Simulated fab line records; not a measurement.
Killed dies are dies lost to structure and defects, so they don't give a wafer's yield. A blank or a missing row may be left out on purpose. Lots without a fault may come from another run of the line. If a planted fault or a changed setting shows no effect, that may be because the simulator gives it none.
fab line records	flow nand_harc
[record] lots = 11	wafers = 33	last_day = 33
route steps=1302 shown P_M1@308 THIN_TSV@1291 END@1301
lots that met no fault: taken from a fault-free run of the same line
start_h: start of the lot's first displayed wafer, in hours after the record's first day	wait_h: time in hours since the lot's previous step	" the same as in the row above	L1.1+2: a row that stands for several wafers	- no value, or no start given	* or withheld: withheld	< > ~ a bound
route shown NAME@n: NAME is a module with steps in the file, n the number in the route of the first one	usual: mean/standard deviation taken from wafers without a fault	same: alike in all rows	chamber/n: place in a boat	sites: each site's reading	_std_site: standard deviation across them	_edge_site: the outer-site mean with the inner-site mean subtracted	radius_mm: how far each site lies from the wafer's centre	mask NAME#n: copy n	behind: the last tool/chamber to shape the wafer	hold: why the lot went on hold/how many hours it stayed there/how the hold came to an end	device: transistor that didn't switch, given as n, p or np	end of line: tests run on the same wafers once the route is complete	a step given without rows: its recipe and nothing more	killed: count of dies lost to structure and defects at first sort (not the wafer's yield)	map: a wafer's dies, x killed, . not, _ none there
set.NAME: setting as actually run; set.NAME@STEP: the setting as run at that earlier step	model.NAME: the simulator's own value behind a step, which no gauge read
the route's steps for a sample of lots (tables are steps, rows are wafers)
services: from which hour (start_h, from the record's first day; less than 0 if before it) a tool's chamber was out of use, for how many hours, and why
[[steps]]
[step NHARC_P_M1_PVD_21]
[recipe] target_thk_a = 300	chamber_pressure_pa = 5	power_w = 5000	substrate_temp_c = 30	time_s = 20.49	material = Cu
[usual] throttle_valve_pct = 30.8/0.89
lot.wafer	tool	chamber	start_h	wait_h	throttle_valve_pct
L716.1	pvd_sputter-03	-	126.81	-	31.1
L716.4	"	-	"	"	30.8
L716.5	"	-	"	"	32.1
L718.4	pvd_sputter-03	-	147.20	-	32.1
L718.3	"	-	"	"	30.6
L718.2	"	-	"	"	30.8
L720.3	pvd_sputter-01	-	163.28	-	30.1
L720.1	"	-	"	"	30.9
L720.5	"	-	"	"	31.0
L721.3	pvd_sputter-01	-	173.88	-	32.0
L721.5	"	-	"	"	30.7
L721.6	"	-	"	"	30.0
L722.4	pvd_sputter-03	-	190.27	-	32.1
L722.5	"	-	"	"	30.5
L722.6	"	-	"	"	32.2
L723.3	pvd_sputter-02	-	198.01	-	30.9
L723.1	"	-	"	"	30.0
L723.2	"	-	"	"	29.4
L725.1	pvd_sputter-02	-	220.59	-	29.9
L725.4	"	-	"	"	31.6
L725.6	"	-	"	"	31.7
L730.3	pvd_sputter-03	-	279.71	-	31.8
L730.2	"	-	"	"	30.7
L730.5	"	-	"	"	30.6
L732.1	pvd_sputter-03	-	290.23	-	30.3
L732.3	"	-	"	"	30.8
L732.6	"	-	"	"	30.2
L733.1	pvd_sputter-03	-	292.69	-	30.1
L733.3	"	-	"	"	30.5
L733.4	"	-	"	"	30.6
L739.4	pvd_sputter-01	-	352.04	-	29.9
L739.1	"	-	"	"	30.0
L739.5	"	-	"	"	30.1
[step NHARC_THIN_TSV_CD_MEAS_33]
[recipe] target_cd_nm = 5000	landing_energy_ev = 500
[usual] cd_nm = 4999.3/1.6
lot.wafer	tool	chamber	start_h	wait_h	cd_nm
L716.1	cd_sem-01	0	550.65	-	4999.3
L716.4	"	0	"	"	4996.9
L716.5	"	0	"	"	4999.2
L718.2	cd_sem-02	0	565.41	-	5001.8
L718.3	"	0	"	"	4997.4
L718.4	"	0	"	"	4998.8
L720.1	cd_sem-01	0	591.01	-	5001.5
L720.3	"	0	"	"	4998.6
L720.5	"	0	"	"	4998.1
L721.3	cd_sem-02	0	607.76	-	4997.1
L721.5	"	0	"	"	4999.0
L721.6	"	0	"	"	4998.3
L723.1	cd_sem-03	0	630.36	-	4999.2
L723.2	"	0	"	"	5000.1
L723.3	"	0	"	"	4999.5
L722.4	cd_sem-03	0	637.66	-	4999.1
L722.5	"	0	"	"	5000.4
L722.6	"	0	"	"	5000.4
L725.1	cd_sem-01	0	643.07	-	5001.7
L725.4	"	0	"	"	4998.7
L725.6	"	0	"	"	5000.0
L732.1	cd_sem-02	0	704.06	-	4997.6
L732.3	"	0	"	"	5001.4
L732.6	"	0	"	"	4998.6
L733.1	cd_sem-01	0	715.54	-	4997.5
L733.3	"	0	"	"	5001.7
L733.4	"	0	"	"	4999.0
L730.2	cd_sem-01	0	723.57	-	4999.6
L730.3	"	0	"	"	4997.9
L730.5	"	0	"	"	5002.1
L739.1	cd_sem-03	0	783.69	-	4999.9
L739.4	"	0	"	"	5002.6
L739.5	"	0	"	"	4998.7
[step NHARC_THIN_TSV_ETCH_36]
[recipe] target_depth_a = 650	over_etch_frac = 0.3	time_s = 18.571	ion_energy_ev = 150	chemistry = Cl2/BCl3
[usual] drypump_motor_current_A = 6.2/0.38	oes_product_au = 0.998/0.0096
lot.wafer	tool	chamber	start_h	wait_h	drypump_motor_current_A	oes_product_au	rf_hours_counter_h
L716.1	rie_metal-01	1	551.21	0.2	6.8	1.006	2.8
L716.4	"	1	"	"	6.8	0.998	-
L716.5	"	0	"	"	6.5	0.996	-
L718.2	rie_metal-01	1	565.96	0.2	6.8	1.003	3.1
L718.3	"	1	"	"	6.8	0.993	-
L718.4	"	0	"	"	6.5	1.008	-
L720.1	rie_metal-03	0	591.81	0.4	6.1	1.006	1.2
L720.3	"	0	"	"	6.0	1.003	-
L720.5	"	0	"	"	6.0	1.006	-
L721.3	rie_metal-03	0	608.54	0.3	6.0	1.005	-
L721.5	"	0	"	"	6.0	1.009	-
L721.6	"	0	"	"	6.0	1.004	-
L723.2	rie_metal-01	1	630.91	0.2	6.8	0.993	0.8
L723.1	"	0	"	"	6.5	1.000	0.8
L723.3	"	1	"	"	6.8	1.003	-
L722.4	rie_metal-01	1	638.21	0.2	6.8	0.990	-
L722.6	"	1	"	"	6.8	0.998	-
L722.5	"	0	"	"	6.5	0.999	-
L725.1	rie_metal-03	0	643.84	0.4	6.0	1.002	3.1
L725.4	"	0	"	"	6.0	1.009	-
L725.6	"	0	"	"	6.0	1.003	-
L732.1	rie_metal-02	1	704.61	0.2	5.9	0.997	1.2
L732.3	"	1	"	"	5.8	1.007	-
L732.6	"	1	"	"	5.8	1.000	-
L733.1	rie_metal-02	1	716.08	0.2	5.8	0.999	1.4
L733.4	"	1	"	"	5.8	1.007	-
L733.3	"	0	"	"	5.8	0.983	-
L730.2	rie_metal-02	1	724.11	0.2	5.8	0.995	1.6
L730.3	"	0	"	"	5.8	0.998	-
L730.5	"	0	"	"	5.8	0.981	-
L739.1	rie_metal-01	0	784.23	0.2	6.5	0.988	0.3
L739.4	"	1	"	"	6.8	1.018	-
L739.5	"	0	"	"	6.5	0.984	-
[step NHARC_END_WLT_00]
[usual] VT_DECK1_BOTTOM = 0.873/0.0078	VT_DECK1_BOTTOM_INNER = 0.872/0.0075	VT_DECK1_MEDIAN_NEAR_BOTTOM = 0.873/0.008	VT_DECK1_MEDIAN_NEAR_BOTTOM_INNER = 0.873/0.008	VT_DECK1_MIDDLE = 0.884/0.0076	VT_DECK1_MIDDLE_INNER = 0.885/0.0082	VT_DECK1_TOP = 0.896/0.0076	VT_DECK1_TOP_INNER = 0.896/0.0076	VT_DECK2_BOTTOM = 0.870/0.0089	VT_DECK2_BOTTOM_INNER = 0.870/0.0084	VT_DECK2_MEDIAN_NEAR_BOTTOM = 0.871/0.008	VT_DECK2_MEDIAN_NEAR_BOTTOM_INNER = 0.871/0.0085	VT_DECK2_MIDDLE = 0.883/0.0084	VT_DECK2_MIDDLE_INNER = 0.883/0.0077	VT_DECK2_TOP = 0.896/0.0074	VT_DECK2_TOP_INNER = 0.895/0.0065
lot.wafer	tool	chamber	start_h	wait_h	VT_DECK1_BOTTOM	VT_DECK1_BOTTOM_INNER	VT_DECK1_MEDIAN_NEAR_BOTTOM	VT_DECK1_MEDIAN_NEAR_BOTTOM_INNER	VT_DECK1_MIDDLE	VT_DECK1_MIDDLE_INNER	VT_DECK1_TOP	VT_DECK1_TOP_INNER	VT_DECK2_BOTTOM	VT_DECK2_BOTTOM_INNER	VT_DECK2_MEDIAN_NEAR_BOTTOM	VT_DECK2_MEDIAN_NEAR_BOTTOM_INNER	VT_DECK2_MIDDLE	VT_DECK2_MIDDLE_INNER	VT_DECK2_TOP	VT_DECK2_TOP_INNER
L716.1	prober-01	-	562.65	7.8	0.869	0.865	0.865	0.869	0.880	0.880	0.899	0.896	0.887	0.886	0.892	0.897	0.892	0.893	0.902	0.903
L716.4	"	-	564.14	9.3	0.876	0.879	0.876	0.866	0.884	0.884	0.883	0.899	0.886	0.881	0.887	0.885	0.892	0.891	0.901	0.896
L716.5	"	-	"	"	0.857	0.853	0.867	0.861	0.874	0.881	0.891	0.894	0.877	0.874	0.875	0.876	0.880	0.884	0.900	0.895
L718.2	prober-02	-	571.99	0.5	0.870	0.867	0.863	0.866	0.873	0.868	0.885	0.879	0.876	0.868	0.876	0.872	0.884	0.879	0.896	0.897
L718.3	"	-	"	"	0.848	0.865	0.868	0.866	0.866	0.870	0.881	0.879	0.872	0.880	0.875	0.873	0.885	0.885	0.894	0.902
L718.4	"	-	"	"	0.862	0.869	0.860	0.866	0.874	0.865	0.891	0.887	0.882	0.880	0.879	0.885	0.885	0.887	0.899	0.901
L720.1	prober-01	-	597.29	0.0	0.879	0.872	0.888	0.873	0.886	0.886	0.892	0.895	0.881	0.868	0.877	0.880	0.883	0.886	0.886	0.894
L720.3	"	-	598.29	1.0	0.873	0.863	0.876	0.875	0.883	0.884	0.881	0.890	0.868	0.874	0.877	0.875	0.877	0.883	0.899	0.897
L720.5	"	-	"	"	0.868	0.875	0.874	0.867	0.884	0.884	0.889	0.895	0.873	0.872	0.870	0.877	0.893	0.889	0.898	0.895
L721.3	prober-01	-	615.08	1.1	0.872	0.877	0.878	0.874	0.891	0.890	0.901	0.898	0.856	0.865	0.864	0.861	0.872	0.880	0.887	0.886
L721.5	"	-	616.09	2.1	0.870	0.875	0.882	0.877	0.893	0.891	0.900	0.910	0.873	0.868	0.867	0.867	0.884	0.885	0.890	0.894
L721.6	"	-	"	"	0.871	0.869	0.876	0.880	0.888	0.887	0.903	0.896	0.868	0.868	0.864	0.863	0.880	0.878	0.898	0.891
L723.1	prober-02	-	636.58	0.1	0.887	0.874	0.879	0.883	0.887	0.886	0.904	0.902	0.881	0.881	0.881	0.877	0.895	0.889	0.891	0.892
L723.2	"	-	"	"	0.880	0.880	0.886	0.874	0.895	0.894	0.899	0.897	0.882	0.874	0.872	0.881	0.886	0.897	0.908	0.901
L723.3	"	-	"	"	0.877	0.878	0.874	0.871	0.884	0.883	0.899	0.903	0.882	0.880	0.874	0.878	0.895	0.889	0.901	0.901
L722.4	prober-02	-	645.97	3.0	0.873	0.878	0.876	0.876	0.886	0.888	0.907	0.905	0.855	0.859	0.862	0.856	0.884	0.872	0.888	0.886
L722.5	"	-	"	"	0.878	0.876	0.881	0.873	0.891	0.886	0.895	0.895	0.853	0.848	0.858	0.868	0.876	0.873	0.886	0.890
L722.6	"	-	"	"	0.879	0.885	0.872	0.883	0.891	0.889	0.904	0.900	0.855	0.856	0.852	0.862	0.877	0.876	0.889	0.896
L725.1	prober-01	-	652.27	0.0	0.882	0.881	0.880	0.892	0.895	0.900	0.906	0.911	0.880	0.879	0.876	0.886	0.892	0.890	0.902	0.910
L725.4	"	-	653.76	1.5	0.884	0.885	0.889	0.891	0.902	0.898	0.910	0.910	0.880	0.873	0.872	0.887	0.890	0.890	0.891	0.892
L725.6	"	-	654.76	2.5	0.889	0.886	0.890	0.894	0.906	0.903	0.913	0.910	0.871	0.861	0.871	0.871	0.883	0.892	0.898	0.897
L732.1	prober-02	-	710.84	0.1	0.873	0.876	0.868	0.875	0.880	0.882	0.900	0.897	0.868	0.860	0.854	0.858	0.875	0.876	0.889	0.890
L732.3	"	-	"	"	0.878	0.877	0.872	0.874	0.885	0.889	0.903	0.900	0.864	0.869	0.869	0.875	0.883	0.878	0.896	0.890
L732.6	"	-	713.32	2.5	0.877	0.874	0.870	0.869	0.882	0.889	0.902	0.905	0.874	0.868	0.868	0.866	0.877	0.886	0.893	0.890
L733.1	prober-02	-	724.85	0.1	0.849	0.857	0.855	0.855	0.877	0.875	0.883	0.883	0.862	0.867	0.865	0.862	0.870	0.875	0.899	0.895
L733.3	"	-	725.85	1.1	0.869	0.861	0.859	0.865	0.870	0.881	0.884	0.887	0.859	0.860	0.864	0.865	0.875	0.878	0.898	0.896
L733.4	"	-	"	"	0.863	0.862	0.864	0.854	0.875	0.866	0.886	0.886	0.856	0.860	0.868	0.859	0.887	0.891	0.893	0.891
L730.2	prober-01	-	730.14	0.5	0.877	0.873	0.870	0.877	0.872	0.884	0.887	0.888	0.865	0.868	0.872	0.862	0.879	0.882	0.894	0.893
L730.3	"	-	"	"	0.871	0.869	0.871	0.877	0.885	0.883	0.899	0.896	0.876	0.870	0.870	0.873	0.884	0.877	0.899	0.890
L730.5	"	-	731.65	2.0	0.867	0.867	0.869	0.866	0.869	0.877	0.887	0.877	0.868	0.855	0.866	0.861	0.871	0.887	0.896	0.890
L739.1	prober-01	-	789.74	0.0	0.873	0.880	0.876	0.877	0.889	0.888	0.894	0.894	0.871	0.865	0.869	0.870	0.877	0.879	0.904	0.897
L739.4	"	-	791.25	1.6	0.878	0.872	0.880	0.878	0.884	0.880	0.893	0.897	0.861	0.872	0.874	0.867	0.881	0.877	0.894	0.886
L739.5	"	-	"	"	0.882	0.878	0.884	0.874	0.886	0.888	0.904	0.905	0.869	0.867	0.870	0.875	0.883	0.890	0.894	0.897
[step NHARC_END_SORT_01]
[recipe] temp_c = 25
[usual] defect_limited_yield = 90.2/2.3	killed_at_array = 62/15	killed_at_other = 0.8/1	killed_at_periphery = 3.7/2.6	killed_dies = 66/15	killed_open = 3.1/1.8	killed_short = 2.6/1.7
[same] gross_dies = 677
lot.wafer	tool	chamber	start_h	wait_h	defect_limited_yield[%]	killed_at_array	killed_at_other	killed_at_periphery	killed_dies	killed_open	killed_short
L716.1	prober-01	0	565.63	2.5	91.3	55	0	4	59	2	5
L716.4	prober-01	0	568.07	3.4	88.2	70	2	8	80	2	2
L716.5	prober-01	0	568.89	3.8	90.5	58	1	5	64	3	3
L718.2	prober-02	0	575.23	2.8	86.4	84	2	6	92	1	1
L718.3	prober-02	0	576.03	3.1	89.2	67	3	3	73	2	1
L718.4	prober-02	0	576.83	3.4	88.2	76	1	3	80	4	4
L720.1	prober-01	0	600.28	2.5	86.0	89	0	6	95	3	2
L720.3	prober-01	0	601.89	3.1	85.8	95	0	1	96	7	2
L720.5	prober-01	0	603.49	3.7	88.5	76	0	2	78	3	3
L721.3	prober-01	0	618.69	3.1	88.0	79	0	2	81	4	4
L721.5	prober-01	0	620.27	3.7	86.9	83	2	4	89	8	1
L721.6	prober-01	0	621.07	4.0	87.3	82	1	3	86	1	1
L723.1	prober-02	0	639.58	2.5	95.4	28	1	2	31	3	0
L723.2	prober-02	0	640.39	2.8	93.2	43	1	2	46	3	1
L723.3	prober-02	0	641.20	3.1	94.7	34	0	2	36	0	1
L722.4	prober-02	0	649.87	3.4	87.6	79	0	5	84	5	3
L722.5	prober-02	0	650.66	3.7	87.0	87	1	0	88	6	2
L722.6	prober-02	0	651.45	4.0	88.9	72	1	2	75	3	0
L725.1	prober-01	0	655.26	2.5	91.7	56	0	0	56	1	5
L725.4	prober-01	0	657.64	3.4	90.1	64	0	3	67	7	2
L725.6	prober-01	0	659.23	4.0	90.8	60	0	2	62	3	2
L732.1	prober-02	0	713.81	2.5	79.6	61	1	76	138	7	5
L732.3	prober-02	0	715.40	3.1	84.8	55	0	48	103	5	3
L732.6	prober-02	0	717.78	4.0	81.2	46	1	80	127	5	5
L733.1	prober-02	0	727.84	2.5	82.4	51	1	67	119	2	2
L733.3	prober-02	0	729.44	3.1	85.1	50	0	51	101	2	2
L733.4	prober-02	0	730.24	3.4	87.4	45	0	40	85	3	6
L730.2	prober-01	0	733.44	2.8	82.3	71	1	48	120	3	3
L730.3	prober-01	0	734.24	3.1	80.5	70	0	62	132	1	3
L730.5	prober-01	0	735.83	3.7	85.4	56	0	43	99	4	2
L739.1	prober-01	0	792.76	2.5	90.8	59	2	1	62	1	2
L739.4	prober-01	0	795.17	3.4	91.4	55	3	0	58	2	2
L739.5	prober-01	0	795.97	3.7	92.8	42	1	6	49	4	2
// killed by level:class
L716.1 A_CHANNEL_HOLE_D2:chamber_film_flake=22 A_CHANNEL_HOLE_D1:chamber_film_flake=16 P_CONTACT:chamber_film_flake=3 A_CHANNEL_FILL_D1:chamber_film_flake=3 A_ONON_D1:geometric_particle:short=2 A_WL_FILL:geometric_particle:short=2 A_ZERO_WELL:chamber_film_flake=2 A_STAIRCASE:chamber_film_flake=2
L716.4 A_CHANNEL_HOLE_D1:chamber_film_flake=37 A_CHANNEL_HOLE_D2:chamber_film_flake=24 P_GATE:chamber_film_flake=3 P_CONTACT:chamber_film_flake=3 A_CHANNEL_FILL_D1:chamber_film_flake=2 A_WL_FILL:chamber_film_flake=2 A_CONTACT:chamber_film_flake=2 P_GATE:geometric_particle:short=1
L716.5 A_CHANNEL_HOLE_D1:chamber_film_flake=28 A_CHANNEL_HOLE_D2:chamber_film_flake=17 A_WL_FILL:chamber_film_flake=3 A_CONTACT:chamber_film_flake=3 A_STAIRCASE:chamber_film_flake=2 P_GATE:geometric_particle:short=1 P_M0:geometric_particle:open=1 P_M1:geometric_particle:open=1
L718.2 A_CHANNEL_HOLE_D1:chamber_film_flake=37 A_SLIT:chamber_film_flake=30 A_CHANNEL_HOLE_D2:chamber_film_flake=6 A_CONTACT:chamber_film_flake=4 P_CONTACT:chamber_film_flake=3 P_M1:chamber_film_flake=3 A_STAIRCASE:chamber_film_flake=2 A_WL_FILL:chamber_film_flake=2
L718.3 A_SLIT:chamber_film_flake=30 A_CHANNEL_HOLE_D1:chamber_film_flake=29 A_CHANNEL_HOLE_D2:chamber_film_flake=3 THIN_TSV:chamber_film_flake=3 A_DECK1_JOINT:chamber_film_flake=2 P_STI:geometric_particle:short=1 A_CHANNEL_FILL_D2:geometric_particle:open=1 A_M1:geometric_particle:open=1
L718.4 A_CHANNEL_HOLE_D1:chamber_film_flake=37 A_SLIT:chamber_film_flake=22 A_CHANNEL_HOLE_D2:chamber_film_flake=5 A_WL_FILL:chamber_film_flake=3 A_DECK1_JOINT:chamber_film_flake=2 P_M0:geometric_particle:short=1 P_M1:geometric_particle:open=1 A_ONON_D1:geometric_particle:short=1
L720.1 A_CHANNEL_HOLE_D1:chamber_film_flake=38 A_SLIT:chamber_film_flake=28 A_CHANNEL_HOLE_D2:chamber_film_flake=13 P_ZERO_WELL:chamber_film_flake=2 P_STI:chamber_film_flake=2 P_GATE:chamber_film_flake=2 A_CONTACT:chamber_film_flake=2 A_ONON_D1:geometric_particle:open=1
L720.3 A_CHANNEL_HOLE_D1:chamber_film_flake=36 A_SLIT:chamber_film_flake=27 A_CHANNEL_HOLE_D2:chamber_film_flake=15 A_M0:geometric_particle:open=2 A_DECK1_JOINT:chamber_film_flake=2 A_CONTACT:chamber_film_flake=2 A_BLC:chamber_film_flake=2 P_M0:geometric_particle:open=1
L720.5 A_CHANNEL_HOLE_D1:chamber_film_flake=31 A_SLIT:chamber_film_flake=23 A_CHANNEL_HOLE_D2:chamber_film_flake=7 A_ZERO_WELL:chamber_film_flake=3 A_CONTACT:chamber_film_flake=3 A_M0:geometric_particle:open=2 P_M1:geometric_particle:short=1 A_ONON_D1:geometric_particle:short=1
L721.3 A_SLIT:chamber_film_flake=31 A_CHANNEL_HOLE_D2:chamber_film_flake=28 A_CHANNEL_HOLE_D1:chamber_film_flake=3 A_CONTACT:chamber_film_flake=3 A_CHANNEL_FILL_D1:geometric_particle:short=2 A_CONTACT:geometric_particle:open=2 P_M2:chamber_film_flake=2 A_SGD_CUT:chamber_film_flake=2
L721.5 A_CHANNEL_HOLE_D2:chamber_film_flake=25 A_SLIT:chamber_film_flake=25 A_CONTACT:chamber_film_flake=10 A_CHANNEL_HOLE_D1:chamber_film_flake=7 A_WL_FILL:chamber_film_flake=4 P_M2:chamber_film_flake=3 A_CHANNEL_FILL_D1:geometric_particle:open=2 A_CHANNEL_FILL_D2:geometric_particle:open=2
L721.6 A_CHANNEL_HOLE_D2:chamber_film_flake=34 A_SLIT:chamber_film_flake=28 A_CONTACT:chamber_film_flake=6 A_SGD_CUT:chamber_film_flake=4 A_CHANNEL_HOLE_D1:chamber_film_flake=3 A_CHANNEL_FILL_D2:chamber_film_flake=2 A_CHANNEL_HOLE_D1:geometric_particle:short=1 A_CHANNEL_FILL_D2:geometric_particle:open=1
L723.1 A_CHANNEL_HOLE_D2:chamber_film_flake=10 A_STAIRCASE:chamber_film_flake=5 A_CONTACT:chamber_film_flake=5 A_CHANNEL_HOLE_D1:chamber_film_flake=4 P_M0:geometric_particle:open=1 A_CHANNEL_HOLE_D2:geometric_particle:open=1 A_WL_FILL:geometric_particle:open=1 P_GATE:chamber_film_flake=1
L723.2 A_CHANNEL_HOLE_D2:chamber_film_flake=17 A_STAIRCASE:chamber_film_flake=8 A_CONTACT:chamber_film_flake=6 A_CHANNEL_HOLE_D1:chamber_film_flake=4 A_WL_FILL:chamber_film_flake=3 P_M0:geometric_particle:open=1 A_CHANNEL_FILL_D2:geometric_particle:short=1 A_SGD_CUT:geometric_particle:open=1
L723.3 A_CHANNEL_HOLE_D2:chamber_film_flake=10 A_STAIRCASE:chamber_film_flake=8 A_CONTACT:chamber_film_flake=7 A_CHANNEL_HOLE_D1:chamber_film_flake=6 A_SLIT:chamber_film_flake=2 P_CONTACT:geometric_particle:short=1 P_STI:chamber_film_flake=1 A_CHANNEL_FILL_D2:chamber_film_flake=1
L722.4 A_CHANNEL_HOLE_D2:chamber_film_flake=33 A_SLIT:chamber_film_flake=30 P_STI:chamber_film_flake=3 A_CHANNEL_HOLE_D1:chamber_film_flake=3 A_DECK1_JOINT:chamber_film_flake=3 A_ONON_D1:geometric_particle:open=2 A_ONON_D2:geometric_particle:short=2 A_M0:chamber_film_flake=2
L722.5 A_SLIT:chamber_film_flake=36 A_CHANNEL_HOLE_D2:chamber_film_flake=32 A_CHANNEL_HOLE_D1:chamber_film_flake=5 A_STAIRCASE:chamber_film_flake=3 A_M0:geometric_particle:open=2 A_CHANNEL_FILL_D2:chamber_film_flake=2 A_DECK1_JOINT:geometric_particle:short=1 A_DECK1_JOINT:geometric_particle:open=1
L722.6 A_SLIT:chamber_film_flake=32 A_CHANNEL_HOLE_D2:chamber_film_flake=27 A_CHANNEL_HOLE_D1:chamber_film_flake=4 A_CONTACT:chamber_film_flake=3 A_CONTACT:geometric_particle:open=2 A_STAIRCASE:chamber_film_flake=2 P_GATE:geometric_particle:open=1 P_GATE:chamber_film_flake=1
L725.1 A_CHANNEL_HOLE_D1:chamber_film_flake=26 A_CHANNEL_HOLE_D2:chamber_film_flake=13 A_CONTACT:chamber_film_flake=6 A_M0:chamber_film_flake=3 A_CHANNEL_FILL_D1:geometric_particle:short=2 A_STAIRCASE:geometric_particle:open=1 A_WL_FILL:geometric_particle:short=1 A_CONTACT:geometric_particle:short=1
L725.4 A_CHANNEL_HOLE_D1:chamber_film_flake=33 A_CHANNEL_HOLE_D2:chamber_film_flake=12 A_CONTACT:chamber_film_flake=8 A_M0:chamber_film_flake=3 A_CHANNEL_HOLE_D1:geometric_particle:open=2 A_CHANNEL_FILL_D2:geometric_particle:open=2 P_M0:geometric_particle:open=1 P_M1:geometric_particle:open=1
L725.6 A_CHANNEL_HOLE_D1:chamber_film_flake=26 A_CHANNEL_HOLE_D2:chamber_film_flake=16 A_M0:chamber_film_flake=5 A_CONTACT:chamber_film_flake=4 A_CHANNEL_FILL_D2:chamber_film_flake=3 A_WL_FILL:chamber_film_flake=2 P_CONTACT:geometric_particle:open=1 A_SOURCE_PLATE:geometric_particle:open=1
L732.1 P_M1:unspecified=71 A_SLIT:chamber_film_flake=34 A_CHANNEL_HOLE_D1:chamber_film_flake=10 A_BLC:chamber_film_flake=3 A_STAIRCASE:chamber_film_flake=3 P_GATE:geometric_particle:open=2 A_ONON_D2:geometric_particle:short=2 A_ONON_D2:geometric_particle:open=2
L732.3 P_M1:unspecified=41 A_SLIT:chamber_film_flake=29 A_CHANNEL_HOLE_D1:chamber_film_flake=10 A_STAIRCASE:chamber_film_flake=5 P_CONTACT:geometric_particle:open=2 P_GATE:chamber_film_flake=2 P_BONDPAD:chamber_film_flake=2 A_BLC:chamber_film_flake=2
L732.6 P_M1:unspecified=74 A_SLIT:chamber_film_flake=21 A_CHANNEL_HOLE_D1:chamber_film_flake=10 A_STAIRCASE:chamber_film_flake=4 P_BONDPAD:chamber_film_flake=3 P_M1:geometric_particle:open=2 A_ONON_D2:geometric_particle:short=2 A_CONTACT:geometric_particle:open=2
L733.1 P_M1:unspecified=66 A_CHANNEL_HOLE_D1:chamber_film_flake=35 A_CONTACT:chamber_film_flake=5 A_ZERO_WELL:chamber_film_flake=2 A_WL_FILL:chamber_film_flake=2 A_DECK1_JOINT:geometric_particle:open=1 A_ONON_D2:geometric_particle:short=1 A_WL_FILL:geometric_particle:short=1
L733.3 P_M1:unspecified=47 A_CHANNEL_HOLE_D1:chamber_film_flake=31 A_WL_FILL:chamber_film_flake=5 A_CONTACT:chamber_film_flake=5 A_ZERO_WELL:chamber_film_flake=3 A_BLC:chamber_film_flake=2 P_CONTACT:geometric_particle:short=1 P_M2:geometric_particle:short=1
L733.4 P_M1:unspecified=38 A_CHANNEL_HOLE_D1:chamber_film_flake=24 A_ZERO_WELL:chamber_film_flake=4 A_CONTACT:chamber_film_flake=4 A_SLIT:chamber_film_flake=3 A_ONON_D1:geometric_particle:open=2 A_M0:geometric_particle:short=2 P_M0:geometric_particle:open=1
L730.2 P_M1:unspecified=44 A_SLIT:chamber_film_flake=25 A_CHANNEL_HOLE_D2:chamber_film_flake=19 A_CHANNEL_HOLE_D1:chamber_film_flake=11 A_CONTACT:chamber_film_flake=8 P_BONDPAD:chamber_film_flake=2 A_STAIRCASE:chamber_film_flake=2 P_CONTACT:geometric_particle:short=1
L730.3 P_M1:unspecified=55 A_SLIT:chamber_film_flake=28 A_CHANNEL_HOLE_D2:chamber_film_flake=22 A_CONTACT:chamber_film_flake=6 P_BONDPAD:chamber_film_flake=5 A_STAIRCASE:chamber_film_flake=4 A_CHANNEL_HOLE_D1:chamber_film_flake=3 A_ZERO_WELL:chamber_film_flake=2
L730.5 P_M1:unspecified=40 A_CHANNEL_HOLE_D2:chamber_film_flake=22 A_SLIT:chamber_film_flake=21 A_CONTACT:chamber_film_flake=5 P_GATE:chamber_film_flake=2 A_CHANNEL_HOLE_D1:chamber_film_flake=2 P_CONTACT:geometric_particle:open=1 A_CHANNEL_FILL_D1:geometric_particle:short=1
L739.1 A_SLIT:chamber_film_flake=36 A_CONTACT:chamber_film_flake=8 A_DECK1_JOINT:chamber_film_flake=4 A_ZERO_WELL:chamber_film_flake=2 A_CHANNEL_HOLE_D2:chamber_film_flake=2 A_STAIRCASE:chamber_film_flake=2 A_WL_FILL:chamber_film_flake=2 THIN_TSV:chamber_film_flake=2
L739.4 A_SLIT:chamber_film_flake=30 A_CONTACT:chamber_film_flake=11 A_CHANNEL_HOLE_D2:chamber_film_flake=3 THIN_TSV:chamber_film_flake=3 A_CHANNEL_FILL_D2:geometric_particle:short=2 A_STAIRCASE:chamber_film_flake=2 A_CONTACT:geometric_particle:open=1 A_M0:geometric_particle:open=1
L739.5 A_SLIT:chamber_film_flake=27 A_CONTACT:chamber_film_flake=6 P_CONTACT:geometric_particle:open=2 A_CHANNEL_HOLE_D2:chamber_film_flake=2 A_CHANNEL_FILL_D2:chamber_film_flake=2 P_CONTACT:geometric_particle:short=1 A_CHANNEL_FILL_D1:geometric_particle:short=1 A_SGD_CUT:geometric_particle:open=1
[[services]]
tool	chamber	start_h	hours	kind
pvd_sputter-03	-	143.57	1.6	repair
rie_metal-03	-	165.00	9.0	pm
pvd_sputter-03	-	170.00	10.0	pm
pvd_sputter-01	-	218.39	4.0	repair
rie_metal-01	-	221.00	9.0	pm
pvd_sputter-01	-	225.48	2.7	repair
pvd_sputter-01	-	228.22	10.0	pm
rie_metal-02	-	277.00	9.0	pm
rie_metal-03	-	342.00	9.0	pm
pvd_sputter-03	-	348.00	10.0	pm
rie_metal-01	-	398.00	9.0	pm
pvd_sputter-01	-	406.22	10.0	pm
rie_metal-02	0	425.72	2.3	repair
rie_metal-03	0	435.69	9.3	repair
rie_metal-02	-	454.00	9.0	pm
rie_metal-02	0	502.58	12.5	repair
pvd_sputter-03	-	525.09	1.0	repair
pvd_sputter-03	-	526.10	10.0	pm
pvd_sputter-03	-	548.23	4.0	repair
rie_metal-01	-	575.00	9.0	pm
rie_metal-01	0	695.42	9.2	repair
pvd_sputter-03	-	696.28	2.2	repair
pvd_sputter-03	-	704.16	10.0	pm
rie_metal-01	-	752.00	9.0	pm
[[key]]
[first_sign] step = NHARC_END_SORT_01	reading = killed_at_periphery	direction = up	sigmas = 20	usual = 3.7	struck = 57.2
[effect] step = NHARC_END_SORT_01	reading = killed_dies	direction = up	sigmas = 3.1	usual = 66	struck = 114
[more_kills_born_at] NHARC_P_M1_PVD_21@pvd_sputter-03 = 476
met_at NHARC_P_M1_PVD_21
struck_lots L730,L732,L733
not_acting_at NHARC_THIN_TSV_CD_MEAS_33,NHARC_THIN_TSV_ETCH_36,NHARC_END_WLT_00
onset_between 190.27 279.71
[fault] kind = chamber_particle_source	tool = pvd_sputter-03	chamber = -	onset_h = 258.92	steps = NHARC_P_M1_PVD_21	rate_per_visit_cm2 = 0.41556	end_h = 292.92
